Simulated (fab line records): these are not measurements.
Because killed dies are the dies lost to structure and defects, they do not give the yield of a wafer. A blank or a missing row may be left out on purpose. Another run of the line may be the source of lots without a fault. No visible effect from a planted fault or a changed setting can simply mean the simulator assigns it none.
One fault through the eyes of 2 desks || flow nand harc || only its own numbers are on each desk; what lay behind them is given at the end

## FROM THE METROLOGY DESK
What the gauges read, lot by lot, whatever tool the lot ran on: means of the sampled wafers that have a number. Any lot whose mean is over 4 standard deviations away from the usual mean is out of limits and marked OUT; that distance is given in the brackets.
Columns: A = cd nm at NHARC_A_BLC_CD_MEAS_10, usual 99.8 nm
{"lot": "L952", "first seen here": "day 22 10:57", "A": 99.0}
{"lot": "L953", "first seen here": "day 23 00:14", "A": 100.2}
{"lot": "L954", "first seen here": "day 23 00:23", "A": 100.7}
{"lot": "L955", "first seen here": "day 23 02:29", "A": 99.9}
{"lot": "L961", "first seen here": "day 26 08:28", "A": "106.7 (+10) OUT"}
{"lot": "L960", "first seen here": "day 26 19:41", "A": "106.8 (+10) OUT"}
{"lot": "L968", "first seen here": "day 29 04:55", "A": 99.7}
{"lot": "L970", "first seen here": "day 30 02:19", "A": 99.3}
{"lot": "L972", "first seen here": "day 30 07:43", "A": 99.5}
{"lot": "L971", "first seen here": "day 30 13:25", "A": 99.5}
{"lot": "L973", "first seen here": "day 31 02:37", "A": 99.8}
{"lot": "L975", "first seen here": "day 32 08:11", "A": 100.4}
Finding of this desk: L960, L961 out of limits; the first was L961 at day 26 08:28, on cd nm at NHARC_A_BLC_CD_MEAS_10. In limits: L952, L953, L954, L955, L968, L970, L972, L971, L973, L975.

## THE TOOL OWNER'S DESK: litho track-01
The tool's own readings at NHARC_A_BLC_PEB_08 (peb time 65 s): means of the sampled wafers that have a number, for each lot that ran on this tool. Any lot whose mean is over 4 standard deviations away from the usual mean is out of limits and marked OUT; that distance is given in the brackets.
Columns: A = chill plate temp C at NHARC_A_BLC_PEB_08, usual 23.00 C
{"lot": "L952", "first seen here": "day 22 10:52", "A": 23.00}
{"lot": "L955", "first seen here": "day 23 02:24", "A": 23.07}
{"lot": "L961", "first seen here": "day 26 08:23", "A": 23.07}
{"lot": "L960", "first seen here": "day 26 19:37", "A": 23.05}
{"lot": "L970", "first seen here": "day 30 02:14", "A": 23.02}
{"lot": "L971", "first seen here": "day 30 13:20", "A": 22.93}
{"lot": "L973", "first seen here": "day 31 02:32", "A": 22.95}
This desk's verdict: no lot among the 7 shows anything out of limits.

## TAKEN TOGETHER
At day 26 08:28 the metrology desk could have sounded an alarm, on L960, L961.
The desk of the tool owner found nothing out of limits.
On record at the tool owner's desk: L960, L961, within its limits.
On litho track-01, each named lot ran NHARC_A_BLC_PEB_08.

## WHAT HAD BEEN PUT IN BY THE SIMULATOR
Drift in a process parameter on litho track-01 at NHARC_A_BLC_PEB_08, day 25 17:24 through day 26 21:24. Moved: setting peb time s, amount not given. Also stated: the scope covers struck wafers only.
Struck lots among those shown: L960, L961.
Per desk, hours elapsed from the start of the fault to the first reading out of limits: for the metrology desk, 15.
